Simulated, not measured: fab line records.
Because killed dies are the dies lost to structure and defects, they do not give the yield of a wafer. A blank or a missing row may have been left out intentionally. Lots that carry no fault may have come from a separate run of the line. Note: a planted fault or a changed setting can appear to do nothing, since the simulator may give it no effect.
Chamber matching -- flow n5Finfet -- N5_BEOL_M15_DESCUM_15 on rieDiel-05: 4 sister chambers
The step chemistry O2, time 7.9 s. 8 wafers are shown with their chamber, then 10 later ones without.

## WAFERS WITH THEIR CHAMBER
wafer,chamber,showerheadPlenumPTorr (Torr),drypumpMotorCurrentA (A)
L090.3,3,2.15,6.1
L089.1,0,2.21,6.4
L089.4,2,2.23,6.2
L091.1,3,2.15,6.2
L091.2,1,2.06,6.0
L091.3,0,2.20,6.4
L091.4,2,2.23,6.2
L091.5,1,2.06,6.0

## WAFERS WITH NO CHAMBER GIVEN
wafer,showerheadPlenumPTorr (Torr),drypumpMotorCurrentA (A)
L091.6,2.23,6.2
L093.4,2.23,6.2
L093.5,2.23,6.2
L093.6,2.15,6.2
L096.3,2.23,6.2
L096.5,2.23,6.2
L096.6,2.06,6.1
L097.1,2.05,6.0
L097.3,2.23,6.2
L097.5,2.20,6.4

## WHICH CHAMBER EACH WENT THROUGH
wafer,from the rows above,in truth
L091.6,2,2
L093.4,2,2
L093.5,2,2
L093.6,3,3
L096.3,2,2
L096.5,2,2
L096.6,1,1
L097.1,1,1
L097.3,2,2
L097.5,0,0
Correct placement for 10 of the 10. Number that these rows cannot place: 0. Placed wrongly: 0.
How it was worked out, from the rows above alone: a wafer's distance from a chamber is the root of the sum, over the readings, of the square of ((its reading less the chamber's mean) divided by the reading's scatter). The wafer belongs to the nearest chamber; if the next one is less than 2 further off, it can't be placed. For every chamber, the mean is computed from those of its wafers that are shown. The scatter: the root of (the sum of the squares of (reading less its chamber's mean) over the shown wafers, divided by (wafers less chambers)).
